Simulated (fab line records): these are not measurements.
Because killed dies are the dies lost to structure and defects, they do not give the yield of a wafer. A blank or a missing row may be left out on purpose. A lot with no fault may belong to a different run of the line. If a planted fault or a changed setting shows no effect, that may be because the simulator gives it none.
The same fault as seen by 3 desks || flow n5-finfet || numbers are kept per desk, each desk with only its own; the story behind them comes last

THE DEFECT DESK
Per lot, the means of the sampled wafers with a number show what the inspections along the route counted. Any lot whose mean is over 4 standard deviations away from the usual mean is out of limits and marked OUT; that distance is given in the brackets.
Columns: A = raw-defect-count at N5_BEOL_M14_INSPECT_12, usual 2.0
{"lot": "L443", "first seen here": "day 11 01:32", "A": 1.7}
{"lot": "L446", "first seen here": "day 11 10:38", "A": 1.7}
{"lot": "L450", "first seen here": "day 13 03:52", "A": 1.3}
{"lot": "L459", "first seen here": "day 15 15:41", "A": 0.7}
{"lot": "L465", "first seen here": "day 16 14:10", "A": 3.7}
This desk found nothing out of limits on any of the 5 lots.

AT THE TOOL OWNER'S DESK: rie-diel-06
The tool's own readings at N5_BEOL_M14_ETCH_59 (etches BARC in N2/H2, target depth 89 nm, overetch 26.7 nm, time 67.9 s): means of the sampled wafers that have a number, for each lot that ran on this tool. Any lot whose mean is over 4 standard deviations away from the usual mean is out of limits and marked OUT; that distance is given in the brackets.
Columns: A = chamber-pressure-mTorr at N5_BEOL_M14_ETCH_59, usual 30.004 mTorr; B = drypump-motor-current-A at N5_BEOL_M14_ETCH_59, usual 5.7 A; C = oes-product-au at N5_BEOL_M14_ETCH_59, usual 0.70 a.u.; D = rf-vpp-V at N5_BEOL_M14_ETCH_59, usual 524.6 V; E = run-length-s at N5_BEOL_M14_ETCH_59, usual 91.4 s; F = showerhead-plenum-p-Torr at N5_BEOL_M14_ETCH_59, usual 2.57 Torr; G = throttle-valve-pct at N5_BEOL_M14_ETCH_59, usual 17.90 %
{"lot": "L443", "first seen here": "day 11 01:47", "A": 29.998, "B": 5.8, "C": 0.70, "D": 527.9, "E": 91.4, "F": 2.68, "G": 17.76}
{"lot": "L450", "first seen here": "day 13 04:10", "A": 29.979, "B": 5.6, "C": 0.80, "D": 526.7, "E": "83.7 (-25) OUT", "F": 2.65, "G": 17.89}
This desk finds L450 out of limits, L450 being first, at day 13 04:10 (run-length-s at N5_BEOL_M14_ETCH_59). L443: within limits.

METROLOGY DESK
Lot by lot, what the gauges showed, no matter which tool ran the lot: averages of those sampled wafers that carry a number. Any lot whose mean is over 4 standard deviations away from the usual mean is out of limits and marked OUT; that distance is given in the brackets.
Columns: A = cd-nm at N5_BEOL_M14_CD_MEAS_10, usual 250.0 nm; B = V13_OVL at N5_BEOL_M14_OVL_MEAS_11, usual 1 nm
{"lot": "L443", "first seen here": "day 11 01:28", "A": 250.2, "B": 1}
{"lot": "L446", "first seen here": "day 11 10:34", "A": 250.8, "B": -1}
{"lot": "L450", "first seen here": "day 13 03:49", "A": 249.7, "B": 0}
{"lot": "L459", "first seen here": "day 15 15:38", "A": 248.9, "B": 3}
{"lot": "L465", "first seen here": "day 16 14:07", "A": 250.3, "B": -0}
This desk found nothing out of limits on any of the 5 lots.

BROUGHT TOGETHER
The tool owner's desk could have raised an alarm at day 13 04:10, on L450.
No out-of-limits result turned up at the defect desk.
The metrology desk saw nothing out of limits.
The defect desk has L450 on record, within its limits.
The metrology desk has L450 on record, within its limits.
On rie-diel-06, each named lot ran N5_BEOL_M14_ETCH_59.

WHAT THE SIMULATOR HAD INSERTED
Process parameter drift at N5_BEOL_M14_ETCH_59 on rie-diel-06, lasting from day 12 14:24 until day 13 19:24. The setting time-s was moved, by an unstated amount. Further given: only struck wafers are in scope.
Shown lots that were struck: L450.
Each desk's first reading out of limits, in hours after the fault started: the tool owner's desk, 14.
